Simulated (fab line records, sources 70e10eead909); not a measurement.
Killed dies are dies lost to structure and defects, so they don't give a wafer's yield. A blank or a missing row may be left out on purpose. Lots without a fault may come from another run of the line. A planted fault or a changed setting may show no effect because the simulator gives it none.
Chamber matching | flow nand_harc | NHARC_A_CONTACT_DEP_29 on pecvd-04: 3 sister chambers
The step deposits SiON, target thk 70 nm. 16 wafers are shown with their chamber, then 8 later ones without.

WAFERS WITH THEIR CHAMBER
wafer  | chamber | heater_power_w (W) | heater_power_outer_w (W)
L080.2 | 1       | 867                | 571
L080.4 | 0       | 568                | 360
L080.6 | 2       | 688                | 456
L085.3 | 0       | 565                | 343
L085.4 | 1       | 924                | 623
L085.5 | 2       | 667                | 420
L082.1 | 2       | 642                | 411
L082.2 | 1       | 894                | 581
L082.4 | 0       | 608                | 379
L087.1 | 2       | 597                | 393
L087.2 | 0       | 540                | 331
L087.6 | 1       | 987                | 659
L086.1 | 1       | 992                | 663
L086.4 | 1       | 995                | 679
L086.6 | 2       | 675                | 447
L096.2 | 0       | 539                | 327

SIGNATURES (means of the wafers above)
reading              | chamber 0 | chamber 1 | chamber 2 | scatter within a chamber
heater_power_w       | 564.00    | 943.17    | 653.80    | 42.9
heater_power_outer_w | 348.00    | 629.33    | 425.40    | 33.8
Rule: a wafer's distance from a chamber is the root of the sum, over the readings, of the square of ((its reading less the chamber's mean) divided by the reading's scatter). The wafer belongs to the nearest chamber; if the next one is less than 2 further off, it can't be placed. The scatter: the root of (the sum of the squares of (reading less its chamber's mean) over the shown wafers, divided by (wafers less chambers)).

WAFERS WITHOUT THEIR CHAMBER
wafer  | heater_power_w (W) | heater_power_outer_w (W)
L096.4 | 949                | 662
L096.5 | 605                | 388
L095.1 | 629                | 408
L095.2 | 973                | 637
L095.6 | 971                | 637
L097.1 | 584                | 363
L097.3 | 673                | 449
L097.6 | 580                | 354

WHICH CHAMBER EACH WENT THROUGH
wafer  | from the rows above     | in truth
L096.4 | 1                       | 1
L096.5 | can't be placed: 0 or 2 | 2
L095.1 | can't be placed: 2 or 0 | 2
L095.2 | 1                       | 1
L095.6 | 1                       | 1
L097.1 | can't be placed: 0 or 2 | 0
L097.3 | 2                       | 2
L097.6 | 0                       | 0
Placed correctly: 5 of 8. Can't be placed from these rows: 3 (the true chamber is among the candidates in 3). Placed wrongly: 0.
